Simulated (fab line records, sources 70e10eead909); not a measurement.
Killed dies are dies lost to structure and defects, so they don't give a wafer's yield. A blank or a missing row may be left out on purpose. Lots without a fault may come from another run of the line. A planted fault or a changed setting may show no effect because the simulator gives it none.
fab line records | flow nand_harc
record lots=24 wafers=72 last_day=33
route steps=1302 shown A_CONTACT@1042
lots that met no fault: from a run of the same line without faults
start_h: hours from the record's first day to the start of the lot's first wafer shown | wait_h: hours since the lot's step before | " the same as in the row above | L1.1+2: a row that stands for several wafers | - no value, or no start given | * or withheld: withheld | < > ~ a bound
route shown NAME@n: a module of which the file shows steps, and the number in the route of the first | usual: mean/standard deviation of fault-free wafers | same: alike in all rows | chamber/n: place in a boat | sites: the reading at each site | _std_site: their standard deviation | _edge_site: outer sites' mean less inner sites' | radius_mm: how far each site lies from the wafer's centre | mask NAME#n: copy n | behind: the tool/chamber that last shaped the wafer | hold: why the lot was held/for how many hours/how that ended | device: the transistor (n, p or np) that didn't switch | end of line: the same wafers' tests at the end of the route | a step without rows: its recipe alone | killed: dies lost to structure and defects at the first sort, not the wafer's yield | map: a wafer's dies, x killed, . not, _ none there
set.NAME: the setting as run; set.NAME@STEP: as run at that earlier step | model.NAME: the simulator's own value behind a step, which no gauge read
steps of the route over a sample of lots; a table a step, a row a wafer
services: from which hour (start_h, from the record's first day; less than 0 if before it) a tool's chamber was out of use, for how many hours, and why
## steps
# step NHARC_A_CONTACT_DESCUM_74
# recipe time_s=3 o2_flow_sccm=200 ar_flow_sccm=0 bias_power_w=0 chemistry=O2
# usual drypump_motor_current_A=5.5/0.39 oes_product_au=1.002/0.01 rf_vpp_V=57.5/0.86 showerhead_plenum_p_Torr=1.85/0.04 throttle_valve_pct=11.311/0.0088
# same time_s=3
# columns lot.wafer tool chamber start_h wait_h drypump_motor_current_A oes_product_au rf_hours_counter_h rf_vpp_V showerhead_plenum_p_Torr throttle_valve_pct
L074.3 rie_diel-13 0 509.37 0.1 5.2 0.990 27 57.0 1.81 11.329
L074.4 " 1 " " 5.2 0.988 25 58.3 1.90 11.318
L074.5 " 0 " " 5.2 0.987 - 57.6 1.81 11.305
L076.1 rie_diel-13 1 510.91 0.1 5.1 1.001 26 57.5 1.90 11.314
L076.4 " 3 " " 5.4 1.017 32 56.4 1.88 11.310
L076.5 " 1 " " 5.2 0.999 - 55.7 1.90 11.310
L075.1 rie_diel-11 1 512.77 0.1 5.9 1.002 21 57.6 1.87 11.315
L075.3 " 0 " " 5.7 0.993 23 57.5 1.90 11.305
L075.5 " 2 " " 5.3 0.992 - 59.6 1.86 11.322
L077.2 rie_diel-13 3 530.14 0.1 5.4 1.001 0 57.9 1.88 11.313
L077.1 " 1 " " 5.2 1.002 0 56.9 1.90 11.311
L077.5 " 3 " " 5.4 0.995 - 57.1 1.88 11.309
L078.1 rie_diel-13 1 534.47 0.1 5.2 0.997 1 57.1 1.90 11.304
L078.2 " 3 " " 5.4 0.995 1 58.0 1.88 11.315
L078.5 " 1 " " 5.2 0.993 - 57.0 1.90 11.309
L080.4 rie_diel-13 2 560.56 0.1 6.1 1.007 3 57.1 1.80 11.307
L080.6 " 1 " " 5.2 1.014 - 57.7 1.90 11.310
L080.5 " 2 " " 6.2 1.023 - 57.6 1.80 11.320
L079.3 rie_diel-13 1 560.73 0.1 5.2 1.005 3 57.8 1.90 11.322
L079.1 " 3 " " 5.4 1.000 3 57.3 1.88 11.322
L079.5 " 2 " " 6.2 1.020 - 57.0 1.80 11.316
L083.3 rie_diel-08 3 588.21 0.1 5.9 0.990 6 59.0 1.85 11.289
L083.1 " 1 " " 5.7 0.993 6 57.6 1.89 11.312
L083.6 " 3 " " 5.9 0.986 - 57.6 1.85 11.317
L081.4 rie_diel-13 2 603.21 0.1 6.2 1.029 10 59.6 1.79 11.316
L081.2 " 0 " " 5.2 0.992 10 58.1 1.81 11.307
L081.5 " 2 " " 6.2 1.020 - 57.5 1.80 11.305
L082.2 rie_diel-11 2 606.88 0.1 5.3 0.985 63 56.3 1.85 11.301
L082.4 " 0 " " 5.7 0.992 62 58.4 1.89 11.323
L082.1 " 1 " " 5.8 0.999 55 56.9 1.86 11.316
L085.4 rie_diel-13 3 611.77 0.1 5.3 1.012 11 57.3 1.87 11.313
L085.5 " 3 " " 5.3 1.009 - 57.2 1.87 11.312
L085.6 " 0 " " 5.2 0.985 - 58.5 1.80 11.306
L084.2 rie_diel-08 1 615.10 0.1 5.7 0.998 19 57.9 1.88 11.321
L084.6 " 1 " " 5.6 0.989 - 57.7 1.88 11.325
L084.5 " 2 " " 6.2 0.996 - 57.1 1.86 11.312
L087.2 rie_diel-13 0 632.98 0.1 5.2 0.994 15 57.4 1.80 11.327
L087.1 " 3 " " 5.4 0.995 16 58.3 1.87 11.294
L087.6 " 1 " " 5.2 1.004 - 57.5 1.90 11.311
L086.1 rie_diel-13 3 635.90 0.1 5.4 1.003 17 56.9 1.87 11.305
L086.2 " 2 " " 6.2 1.028 16 56.9 1.79 11.302
L086.5 " 3 " " 5.4 1.000 - 58.7 1.87 11.319
L088.2 rie_diel-11 3 658.19 0.1 5.1 1.004 16 58.3 1.88 11.327
L088.3 " 0 " " 5.8 1.002 17 57.5 1.88 11.324
L088.6 " 3 " " 5.1 0.998 - 58.2 1.88 11.326
L089.2 rie_diel-13 1 666.21 0.1 5.2 1.002 20 55.9 1.89 11.302
L089.4 " 3 " " 5.4 1.002 23 57.1 1.87 11.310
L089.6 " 1 " " 5.2 1.006 - 56.7 1.89 11.303
L090.3 rie_diel-13 2 669.50 0.1 6.2 1.013 23 56.3 1.79 11.318
L090.1 " 0 " " 5.2 0.997 22 57.1 1.80 11.315
L090.2 " 1 " " 5.2 1.007 21 57.0 1.89 11.332
L091.3 rie_diel-13 1 686.71 0.1 5.2 1.005 24 58.6 1.89 11.300
L091.6 " 2 " " 6.2 1.022 - 58.6 1.79 11.311
L091.5 " 3 " " 5.4 0.994 - 57.8 1.87 11.294
L092.1 rie_diel-08 3 687.55 0.1 5.9 0.984 42 57.3 1.83 11.312
L092.4 " 0 " " 5.4 0.984 44 58.5 1.87 11.283
L092.2 " 2 " " 6.2 0.985 44 58.8 1.85 11.318
L093.4 rie_diel-13 3 694.32 0.1 5.3 0.991 29 57.4 1.87 11.301
L093.5 " 1 " " 5.2 1.002 - 58.2 1.89 11.318
L093.6 " 2 " " 6.2 1.016 - 57.4 1.79 11.315
L095.1 rie_diel-13 0 710.63 0.1 5.2 1.001 0 56.7 1.80 11.297
L095.2 " 3 " " 5.4 1.009 0 57.3 1.87 11.311
L095.6 " 1 " " 5.2 1.013 - 56.6 1.89 11.313
L094.2 rie_diel-08 2 711.14 0.1 6.2 0.989 55 59.7 1.85 11.308
L094.5 " 3 " " 5.9 0.992 - 56.8 1.83 11.313
L094.6 " 0 " " 5.5 0.994 - 58.8 1.87 11.317
L096.2 rie_diel-13 1 727.72 0.1 5.2 1.012 4 57.2 1.89 11.307
L096.1 " 3 " " 5.4 1.008 4 59.3 1.87 11.309
L096.5 " 0 " " 5.2 0.993 - 56.8 1.80 11.305
L097.1 rie_diel-13 0 731.23 0.1 5.2 1.002 4 57.7 1.80 11.294
L097.4 " 1 " " 5.2 0.995 5 56.9 1.89 11.329
L097.3 " 3 " " 5.4 1.018 5 57.9 1.87 11.304
# step NHARC_A_CONTACT_ETCH_77
# recipe target_depth_a=1089 time_s=54.5 cf4_flow_sccm=100 chf3_flow_sccm=30 ar_flow_sccm=0 rf_w=500 bias_w=200 chemistry=CF4/CHF3
# usual cf4_flow_sccm=100.0/0.31 drypump_motor_current_A=5.5/0.41 oes_product_au=0.942/0.024 rf_vpp_V=368.9/1.3 showerhead_plenum_p_Torr=1.52/0.031 throttle_valve_pct=16.802/0.0096
# same time_s=54.5
# columns lot.wafer tool chamber start_h wait_h cf4_flow_sccm drypump_motor_current_A oes_product_au rf_hours_counter_h rf_vpp_V showerhead_plenum_p_Torr throttle_valve_pct
L074.3 rie_diel-13 2 - - 100.3 6.2 0.923 29 366.5 1.48 16.799
L074.4 " 0 " " 99.8 5.2 0.913 28 367.2 1.49 16.807
L074.5 " 2 " " 100.0 6.2 0.921 - 367.2 1.48 16.817
L076.4 rie_diel-13 2 - - 100.1 6.2 0.922 30 369.7 1.48 16.792
L076.1 " 3 " " 100.7 5.4 0.941 32 370.7 1.55 16.805
L076.5 " 3 " " 100.0 5.4 0.932 - 369.3 1.55 16.811
L075.1 rie_diel-11 0 - - 99.9 5.7 0.957 23 368.8 1.56 16.792
L075.3 " 1 " " 99.5 5.9 0.963 22 369.8 1.54 16.810
L075.5 " 2 " " 100.1 5.3 0.942 - 368.7 1.53 16.792
L077.2 rie_diel-13 0 - - 100.0 5.2 0.955 0 368.1 1.49 16.806
L077.1 " 2 " " 100.1 6.2 0.985 0 367.6 1.48 16.798
L077.5 " 3 " " 99.9 5.3 0.963 - 371.0 1.55 16.810
L078.1 rie_diel-13 3 - - 100.1 5.4 0.929 1 369.3 1.55 16.826
L078.2 " 0 " " 99.8 5.2 0.924 1 367.5 1.49 16.798
L078.5 " 1 " " 100.0 5.2 0.933 - 370.8 1.56 16.791
L080.4 rie_diel-13 1 - - 99.7 5.2 0.932 4 371.4 1.56 16.807
L080.6 " 1 " " 100.1 5.2 0.923 - 370.6 1.56 16.803
L080.5 " 2 " " 99.7 6.2 0.943 - 369.0 1.48 16.808
L079.1 rie_diel-13 2 - - 100.3 6.3 0.944 4 369.9 1.48 16.801
L079.3 " 1 " " 100.1 5.2 0.935 4 370.1 1.56 16.787
L079.5 " 2 " " 100.0 6.2 0.938 - 369.4 1.48 16.792
L083.3 rie_diel-08 0 - - 100.2 5.5 0.920 6 369.8 1.55 16.812
L083.1 " 3 " " 100.2 5.9 0.928 6 369.2 1.52 16.814
L083.6 " 0 " " 100.0 5.4 0.920 - 370.5 1.55 16.800
L081.4 rie_diel-13 1 - - 100.4 5.2 0.918 8 369.9 1.56 16.801
L081.2 " 3 " " 99.7 5.4 0.926 10 369.7 1.54 16.808
L081.5 " 0 " " 99.7 5.2 0.914 - 368.8 1.49 16.814
L082.1 rie_diel-11 1 - - 99.0 5.9 0.974 55 369.0 1.53 16.807
L082.2 " 2 " " 100.0 5.3 0.956 63 367.9 1.52 16.799
L082.4 " 3 " " 99.7 5.1 0.981 69 369.9 1.55 16.811
L085.4 rie_diel-13 3 - - 100.2 5.4 0.932 11 369.3 1.54 16.820
L085.5 " 2 " " 100.3 6.2 0.935 - 367.3 1.48 16.799
L085.6 " 3 " " 100.0 5.4 0.923 - 369.8 1.54 16.801
L084.2 rie_diel-08 0 - - 100.1 5.5 0.981 19 370.8 1.55 16.799
L084.6 " 0 " " 100.4 5.5 0.979 - 369.8 1.55 16.797
L084.5 " 1 " " 100.0 5.6 0.961 - 369.2 1.55 16.811
L087.2 rie_diel-13 1 - - 99.8 5.2 0.927 13 370.0 1.56 16.792
L087.1 " 2 " " 100.7 6.2 0.943 15 365.8 1.48 16.813
L087.6 " 1 " " 99.8 5.2 0.921 - 369.9 1.56 16.801
L086.1 rie_diel-13 3 - - 100.2 5.3 0.924 17 368.6 1.54 16.814
L086.2 " 0 " " 100.1 5.2 0.922 16 366.5 1.49 16.795
L086.5 " 3 " " 100.0 5.4 0.938 - 368.2 1.54 16.787
L088.3 rie_diel-11 3 - - 100.0 5.1 0.972 17 369.6 1.55 16.797
L088.2 " 2 " " 100.3 5.3 0.968 16 368.4 1.52 16.806
L088.6 " 3 " " 100.3 5.1 0.973 - 367.6 1.55 16.791
L089.4 rie_diel-13 3 - - 99.9 5.4 0.927 23 368.6 1.54 16.789
L089.2 " 0 " " 100.1 5.2 0.930 22 366.0 1.49 16.807
L089.6 " 2 " " 100.2 6.2 0.943 - 366.8 1.48 16.801
L090.3 rie_diel-13 2 - - 99.3 6.2 0.938 23 367.0 1.48 16.818
L090.2 " 3 " " 100.0 5.3 0.918 24 370.0 1.54 16.823
L090.1 " 0 " " 99.6 5.2 0.917 23 367.4 1.49 16.816
L091.3 rie_diel-13 1 - - 99.7 5.2 0.921 24 369.0 1.56 16.810
L091.5 " 1 " " 99.9 5.2 0.933 - 368.6 1.56 16.815
L091.6 " 2 " " 99.7 6.2 0.935 - 365.4 1.48 16.791
L092.1 rie_diel-08 1 - - 99.8 5.6 0.919 48 368.8 1.54 16.806
L092.4 " 3 " " 99.9 5.9 0.920 42 370.1 1.51 16.803
L092.2 " 0 " " 100.7 5.5 0.917 45 369.9 1.54 16.811
L093.4 rie_diel-13 1 - - 100.6 5.2 0.974 26 371.0 1.56 16.791
L093.5 " 3 " " 100.0 5.4 0.968 - 369.5 1.54 16.812
L093.6 " 0 " " 99.8 5.2 0.968 - 368.0 1.48 16.799
L095.2 rie_diel-13 2 - - 100.3 6.2 0.987 0 367.3 1.48 16.783
L095.1 " 1 " " 100.6 5.2 0.975 0 370.3 1.56 16.783
L095.6 " 3 " " 99.8 5.4 0.987 - 369.3 1.54 16.801
L094.2 rie_diel-08 1 - - 99.6 5.6 0.932 55 368.5 1.54 16.805
L094.6 " 0 " " 99.5 5.5 0.906 - 369.2 1.54 16.799
L094.5 " 1 " " 99.4 5.6 0.924 - 369.7 1.54 16.816
L096.2 rie_diel-13 2 - - 100.5 6.2 0.993 5 367.3 1.48 16.793
L096.1 " 1 " " 99.7 5.2 0.975 4 371.7 1.56 16.796
L096.5 " 3 " " 99.8 5.4 0.987 - 368.5 1.54 16.818
L097.1 rie_diel-13 2 - - 100.4 6.2 0.929 6 367.5 1.48 16.815
L097.4 " 3 " " 100.1 5.4 0.926 5 368.3 1.54 16.803
L097.3 " 0 " " 100.1 5.2 0.920 4 369.6 1.48 16.792
# step NHARC_A_CONTACT_ETCH_133
# recipe source_w=withheld pressure_mtorr=20 bias_v=400 time_s=374 target_depth_a=16100 ar_flow_sccm=withheld c4f8_flow_sccm=11.5 o2_flow_sccm=7.2 chemistry=C4F8/O2/Ar
# same time_s=374
# columns lot.wafer tool chamber start_h wait_h rf_hours_counter_h
L074.3 har_cap_etch-03 1 512.69 0.2 -
L074.4 " 0 " " -
L074.5 " 0 " " -
L076.1 har_cap_etch-02 0 514.08 0.1 86
L076.4 " 0 " " -
L076.5 " 0 " " -
L075.1 har_cap_etch-03 1 515.99 0.2 46
L075.3 " 0 " " -
L075.5 " 0 " " -
L077.2 har_cap_etch-03 0 533.31 0.1 49
L077.1 " 1 " " 49
L077.5 " 0 " " -
L078.2 har_cap_etch-01 1 538.01 0.1 5
L078.1 " 0 " " 5
L078.5 " 0 " " -
L080.4 har_cap_etch-03 0 564.07 0.2 -
L080.6 " 0 " " -
L080.5 " 1 " " -
L079.1 har_cap_etch-01 1 564.64 0.2 9
L079.3 " 0 " " -
L079.5 " 0 " " -
L083.1 har_cap_etch-02 1 591.44 0.2 97
L083.3 " 1 " " -
L083.6 " 1 " " -
L081.2 har_cap_etch-02 0 606.95 0.2 100
L081.4 " 1 " " -
L081.5 " 0 " " -
L082.2 har_cap_etch-03 0 610.57 0.2 60
L082.1 " 1 " " 60
L082.4 " 1 " " -
L085.4 har_cap_etch-01 1 615.28 0.3 -
L085.6 " 0 " " -
L085.5 " 1 " " -
L084.2 har_cap_etch-03 1 618.33 0.2 62
L084.5 " 0 " " -
L084.6 " 1 " " -
L087.2 har_cap_etch-02 1 636.15 0.1 105
L087.1 " 0 " " 105
L087.6 " 0 " " -
L086.2 har_cap_etch-01 1 639.05 0.1 24
L086.1 " 0 " " 24
L086.5 " 1 " " -
L088.2 har_cap_etch-01 0 661.70 0.2 28
L088.3 " 0 " " -
L088.6 " 0 " " -
L089.2 har_cap_etch-03 1 669.44 0.2 69
L089.4 " 0 " " -
L089.6 " 0 " " -
L090.1 har_cap_etch-02 0 672.67 0.1 111
L090.2 " 1 " " 111
L090.3 " 1 " " -
L091.3 har_cap_etch-02 1 690.07 0.3 -
L091.5 " 0 " " -
L091.6 " 1 " " -
L092.1 har_cap_etch-03 1 690.71 0.2 75
L092.2 " 0 " " 75
L092.4 " 1 " " -
L093.4 har_cap_etch-01 1 697.69 0.3 -
L093.6 " 0 " " -
L093.5 " 1 " " -
L095.1 har_cap_etch-03 0 713.81 0.1 79
L095.2 " 1 " " 79
L095.6 " 0 " " -
L094.2 har_cap_etch-01 1 714.34 0.2 39
L094.5 " 0 " " -
L094.6 " 1 " " -
L096.1 har_cap_etch-03 1 730.86 0.1 82
L096.2 " 0 " " 82
L096.5 " 1 " " -
L097.1 har_cap_etch-01 0 734.38 0.1 43
L097.3 " 0 " " -
L097.4 " 1 " " -
# step NHARC_A_CONTACT_ETCH_97
# recipe target_depth_a=200 over_etch_frac=0.5 time_s=10 ion_energy_ev=250 c4f6_flow_sccm=25 o2_flow_sccm=20 ar_flow_sccm=500 rf_w=600 bias_w=500 chemistry=C4F6/O2
# usual drypump_motor_current_A=5.5/0.4 oes_product_au=0.963/0.022 rf_vpp_V=544.4/1.9 showerhead_plenum_p_Torr=3.81/0.072 throttle_valve_pct=26.902/0.0093
# same time_s=10
# columns lot.wafer tool chamber start_h wait_h drypump_motor_current_A oes_product_au rf_hours_counter_h rf_vpp_V showerhead_plenum_p_Torr throttle_valve_pct
L074.4 rie_diel-13 3 - - 5.4 0.951 32 545.7 3.86 26.901
L074.3 " 2 " " 6.2 0.953 30 541.8 3.71 26.890
L074.5 " 3 " " 5.4 0.956 - 544.3 3.86 26.908
L076.1 rie_diel-13 0 - - 5.2 0.959 29 542.4 3.73 26.908
L076.4 " 2 " " 6.2 0.951 30 540.4 3.71 26.914
L076.5 " 0 " " 5.2 0.953 - 543.6 3.73 26.905
L075.1 rie_diel-11 1 - - 5.9 0.960 23 544.6 3.83 26.898
L075.3 " 3 " " 5.1 0.952 26 547.3 3.90 26.884
L075.5 " 1 " " 5.9 0.965 - 544.8 3.84 26.897
L077.1 rie_diel-13 2 - - 6.3 0.975 1 541.4 3.71 26.925
L077.2 " 3 " " 5.4 0.964 1 545.5 3.86 26.905
L077.5 " 0 " " 5.2 0.972 - 543.2 3.73 26.882
L078.1 rie_diel-13 1 - - 5.2 0.949 2 546.3 3.90 26.908
L078.2 " 3 " " 5.4 0.947 2 545.9 3.86 26.876
L078.5 " 2 " " 6.2 0.970 - 541.7 3.71 26.897
L080.4 rie_diel-08 3 - - 5.9 0.991 0 545.4 3.80 26.904
L080.6 " 0 " " 5.4 0.975 - 546.6 3.87 26.902
L080.5 " 1 " " 5.7 0.996 - 545.7 3.88 26.904
L079.1 rie_diel-13 2 - - 6.3 0.969 5 540.2 3.71 26.910
L079.3 " 3 " " 5.4 0.957 5 545.1 3.85 26.894
L079.5 " 0 " " 5.2 0.946 - 544.5 3.72 26.903
L083.3 rie_diel-08 0 - - 5.4 0.943 7 544.8 3.87 26.913
L083.1 " 1 " " 5.7 0.939 7 545.1 3.88 26.896
L083.6 " 2 " " 6.2 0.936 - 544.6 3.83 26.900
L081.2 rie_diel-08 0 - - 5.4 0.996 14 546.1 3.86 26.888
L081.4 " 1 " " 5.6 1.005 17 547.0 3.87 26.913
L081.5 " 1 " " 5.6 0.999 - 545.7 3.87 26.895
L082.1 rie_diel-13 3 - - 5.4 0.945 11 544.7 3.85 26.907
L082.2 " 0 " " 5.2 0.939 11 542.5 3.72 26.911
L082.4 " 2 " " 6.3 0.985 11 541.7 3.70 26.908
L085.4 rie_diel-13 0 - - 5.2 0.935 13 542.8 3.72 26.908
L085.5 " 1 " " 5.2 0.939 - 547.1 3.89 26.898
L085.6 " 2 " " 6.2 0.967 - 542.3 3.70 26.899
L084.2 rie_diel-11 0 - - 5.8 1.006 0 544.8 3.87 26.907
L084.5 " 1 " " 5.9 1.002 - 544.5 3.82 26.901
L084.6 " 2 " " 5.4 0.999 - 543.0 3.80 26.887
L087.1 rie_diel-11 0 - - 5.7 1.000 5 546.4 3.87 26.901
L087.2 " 2 " " 5.4 0.985 4 545.5 3.79 26.903
L087.6 " 0 " " 5.7 1.002 - 544.9 3.87 26.897
L086.2 rie_diel-13 2 - - 6.2 0.966 17 543.7 3.70 26.893
L086.1 " 0 " " 5.2 0.959 17 542.9 3.72 26.891
L086.5 " 3 " " 5.4 0.954 - 545.5 3.85 26.883
L088.3 rie_diel-13 2 - - 6.2 0.967 22 542.3 3.70 26.907
L088.2 " 3 " " 5.4 0.939 23 545.5 3.84 26.899
L088.6 " 0 " " 5.2 0.945 - 542.6 3.71 26.915
L089.2 rie_diel-08 2 - - 6.2 0.941 41 543.1 3.81 26.909
L089.4 " 0 " " 5.5 0.938 41 546.3 3.85 26.883
L089.6 " 2 " " 6.2 0.945 - 544.1 3.81 26.914
L090.3 rie_diel-13 2 - - 6.2 0.961 24 542.0 3.69 26.885
L090.2 " 0 " " 5.2 0.954 23 544.2 3.71 26.895
L090.1 " 1 " " 5.1 0.951 21 545.9 3.89 26.900
L091.3 rie_diel-13 0 - - 5.2 0.946 28 542.0 3.71 26.904
L091.6 " 1 " " 5.2 0.948 - 546.9 3.88 26.904
L091.5 " 2 " " 6.2 0.965 - 541.5 3.69 26.914
L092.4 rie_diel-13 0 - - 5.2 0.933 28 543.3 3.71 26.906
L092.1 " 1 " " 5.2 0.956 25 546.9 3.88 26.906
L092.2 " 2 " " 6.2 0.966 28 541.4 3.69 26.893
L093.4 rie_diel-08 0 - - 5.5 0.947 48 546.0 3.84 26.886
L093.6 " 2 " " 6.2 0.953 - 543.8 3.80 26.899
L093.5 " 3 " " 5.9 0.937 - 544.6 3.77 26.905
L095.2 rie_diel-13 0 - - 5.2 0.967 1 542.3 3.71 26.895
L095.1 " 2 " " 6.2 0.974 1 541.1 3.69 26.904
L095.6 " 0 " " 5.2 0.970 - 541.9 3.71 26.899
L094.2 rie_diel-11 3 - - 5.1 1.003 29 546.1 3.86 26.900
L094.5 " 3 " " 5.1 1.002 - 545.5 3.85 26.909
L094.6 " 0 " " 5.7 1.004 - 545.3 3.85 26.897
L096.1 rie_diel-13 1 - - 5.2 0.959 5 547.5 3.88 26.888
L096.2 " 2 " " 6.2 0.970 6 541.3 3.69 26.908
L096.5 " 0 " " 5.2 0.960 - 541.4 3.71 26.904
L097.4 rie_diel-13 0 - - 5.2 0.945 5 542.3 3.71 26.907
L097.3 " 2 " " 6.2 0.949 6 541.8 3.69 26.900
L097.1 " 3 " " 5.4 0.966 6 544.5 3.84 26.890
# step NHARC_A_CONTACT_CD_MEAS_08
# recipe target_cd_nm=200 landing_energy_ev=500
# usual cd_nm=200.1/0.55
# columns lot.wafer tool chamber start_h wait_h cd_nm
L074.3 cd_sem-02 0 516.98 - 201.4
L074.4 " 0 " " 200.7
L074.5 " 0 " " 200.8
L076.1 cd_sem-03 0 518.51 - 200.0
L076.4 " 0 " " 200.1
L076.5 " 0 " " 199.3
L075.1 cd_sem-01 0 520.91 - 200.9
L075.3 " 0 " " 201.1
L075.5 " 0 " " 201.5
L077.1 cd_sem-02 0 537.84 - 200.1
L077.2 " 0 " " 198.7
L077.5 " 0 " " 199.9
L078.1 cd_sem-01 0 543.87 - 200.5
L078.2 " 0 " " 200.7
L078.5 " 0 " " 200.7
L080.4 cd_sem-01 0 568.35 - 199.9
L080.5 " 0 " " 200.6
L080.6 " 0 " " 199.6
L079.1 cd_sem-02 0 568.98 - 199.8
L079.3 " 0 " " 199.3
L079.5 " 0 " " 200.3
L083.1 cd_sem-03 0 596.28 - 200.4
L083.3 " 0 " " 200.6
L083.6 " 0 " " 199.5
L081.2 cd_sem-01 0 614.28 - 200.4
L081.4 " 0 " " 200.6
L081.5 " 0 " " 199.8
L082.1 cd_sem-03 0 621.07 - 200.4
L082.2 " 0 " " 200.8
L082.4 " 0 " " 200.2
L085.4 cd_sem-02 0 623.44 - 200.0
L085.5 " 0 " " 199.8
L085.6 " 0 " " 200.0
L084.2 cd_sem-01 0 624.08 - 199.9
L084.5 " 0 " " 199.0
L084.6 " 0 " " 199.8
L087.1 cd_sem-03 0 640.88 - 200.9
L087.2 " 0 " " 200.1
L087.6 " 0 " " 200.6
L086.1 cd_sem-01 0 644.24 - 200.4
L086.2 " 0 " " 199.6
L086.5 " 0 " " 200.3
L088.2 cd_sem-01 0 667.67 - 199.6
L088.3 " 0 " " 199.8
L088.6 " 0 " " 200.0
L089.2 cd_sem-03 0 679.10 - 200.2
L089.4 " 0 " " 200.7
L089.6 " 0 " " 200.1
L090.1 cd_sem-01 0 681.45 - 200.0
L090.2 " 0 " " 199.6
L090.3 " 0 " " 199.9
L091.3 cd_sem-02 0 695.22 - 199.8
L091.5 " 0 " " 198.9
L091.6 " 0 " " 199.8
L092.1 cd_sem-03 0 696.00 - 200.5
L092.2 " 0 " " 201.0
L092.4 " 0 " " 200.1
L093.4 cd_sem-02 0 701.79 - 199.9
L093.5 " 0 " " 199.7
L093.6 " 0 " " 199.1
L095.1 cd_sem-02 0 718.43 - 199.8
L095.2 " 0 " " 200.5
L095.6 " 0 " " 200.3
L094.2 cd_sem-03 0 718.68 - 200.1
L094.5 " 0 " " 200.5
L094.6 " 0 " " 200.5
L096.1 cd_sem-03 0 735.58 - 200.0
L096.2 " 0 " " 201.0
L096.5 " 0 " " 199.0
L097.1 cd_sem-01 0 739.70 - 200.8
L097.3 " 0 " " 199.7
L097.4 " 0 " " 200.4
# step NHARC_A_CONTACT_OVL_MEAS_09
# usual overlay_x_nm=-0.1/0.91 overlay_y_nm=0.2/0.76
# columns lot.wafer tool chamber start_h wait_h overlay_x_nm overlay_y_nm
L074.3 overlay-01 - 517.06 - 0.7 -1.0
L074.4 " - " " 1.4 -0.6
L074.5 " - " " 0.8 -0.2
L076.1 overlay-01 - 518.60 - -0.2 -0.1
L076.4 " - " " -0.2 -0.1
L076.5 " - " " -0.4 -0.1
L075.1 overlay-02 - 520.99 - -0.4 1.7
L075.3 " - " " -0.4 1.9
L075.5 " - " " -0.7 1.3
L077.1 overlay-01 - 537.93 - -1.5 0.9
L077.2 " - " " -1.1 1.2
L077.5 " - " " -0.7 0.8
L078.1 overlay-02 - 543.96 - -1.1 -0.6
L078.2 " - " " -1.0 -0.5
L078.5 " - " " -1.1 -0.5
L080.4 overlay-02 - 568.43 - -1.2 0.2
L080.5 " - " " -1.2 0.3
L080.6 " - " " -0.7 0.6
L079.1 overlay-01 - 569.07 - 1.0 -0.4
L079.3 " - " " 1.5 -0.4
L079.5 " - " " 0.8 -0.3
L083.1 overlay-02 - 596.37 - -0.4 0.2
L083.3 " - " " 0.3 -0.1
L083.6 " - " " 0.1 -0.2
L081.2 overlay-01 - 614.36 - -1.4 0.5
L081.4 " - " " -1.5 0.0
L081.5 " - " " -1.4 0.1
L082.1 overlay-02 - 621.16 - 0.2 -0.3
L082.2 " - " " -0.2 0.0
L082.4 " - " " 0.0 -0.2
L085.4 overlay-01 - 623.52 - 0.4 -0.2
L085.5 " - " " -0.5 -0.1
L085.6 " - " " 0.0 -0.3
L084.2 overlay-01 - 624.17 - -0.3 0.2
L084.5 " - " " -0.3 -0.5
L084.6 " - " " -0.5 -0.2
L087.1 overlay-01 - 640.96 - 0.0 1.1
L087.2 " - " " -0.1 0.8
L087.6 " - " " 0.6 0.6
L086.1 overlay-02 - 644.33 - 1.2 0.7
L086.2 " - " " 0.7 0.7
L086.5 " - " " 1.4 0.8
L088.2 overlay-02 - 667.75 - -0.8 -0.8
L088.3 " - " " -0.6 -0.8
L088.6 " - " " -0.3 -0.7
L089.2 overlay-01 - 679.18 - -0.4 0.8
L089.4 " - " " 0.1 0.0
L089.6 " - " " -0.9 0.0
L090.1 overlay-02 - 681.54 - 0.3 0.0
L090.2 " - " " 1.3 -0.5
L090.3 " - " " 1.1 -0.6
L091.3 overlay-02 - 695.31 - -1.7 -1.0
L091.5 " - " " -2.0 -0.7
L091.6 " - " " -1.9 -0.6
L092.1 overlay-02 - 696.08 - 0.4 0.4
L092.2 " - " " 0.2 0.2
L092.4 " - " " -0.3 0.2
L093.4 overlay-02 - 701.87 - 1.1 0.8
L093.5 " - " " 1.3 0.6
L093.6 " - " " 1.2 0.0
L095.1 overlay-01 - 718.52 - -1.3 1.9
L095.2 " - " " -1.5 2.0
L095.6 " - " " -1.1 2.0
L094.2 overlay-02 - 718.76 - -1.1 0.7
L094.5 " - " " -0.9 1.5
L094.6 " - " " -1.3 0.5
L096.1 overlay-01 - 735.67 - 0.5 1.7
L096.2 " - " " 0.5 1.4
L096.5 " - " " 0.5 1.4
L097.1 overlay-01 - 739.78 - 1.8 -0.7
L097.3 " - " " 1.0 -0.5
L097.4 " - " " 1.3 0.1
## services
# columns tool chamber start_h hours kind
har_cap_etch-01 - 489.04 0.7 repair
har_cap_etch-01 - 497.00 17.0 pm
rie_diel-13 0 499.06 - clean
rie_diel-13 1 499.06 - clean
rie_diel-13 2 499.06 - clean
rie_diel-13 3 499.06 - clean
har_cap_etch-02 - 506.84 0.2 repair
rie_diel-08 3 508.36 2.5 repair
rie_diel-13 - 519.60 9.0 pm
rie_diel-13 0 519.60 9.0 vent_cycle
rie_diel-13 1 519.60 9.0 vent_cycle
rie_diel-13 2 519.60 9.0 vent_cycle
rie_diel-13 3 519.60 9.0 vent_cycle
rie_diel-08 2 527.73 2.6 repair
rie_diel-13 0 528.60 - clean
har_cap_etch-01 - 542.03 0.5 repair
har_cap_etch-01 - 551.39 0.1 repair
rie_diel-08 - 553.42 9.0 pm
rie_diel-13 1 576.90 4.4 repair
rie_diel-11 - 609.66 9.0 pm
rie_diel-11 1 652.46 8.0 repair
rie_diel-08 0 676.51 5.7 repair
rie_diel-13 - 696.60 9.0 pm
rie_diel-08 - 731.25 9.0 pm
## key
fault none
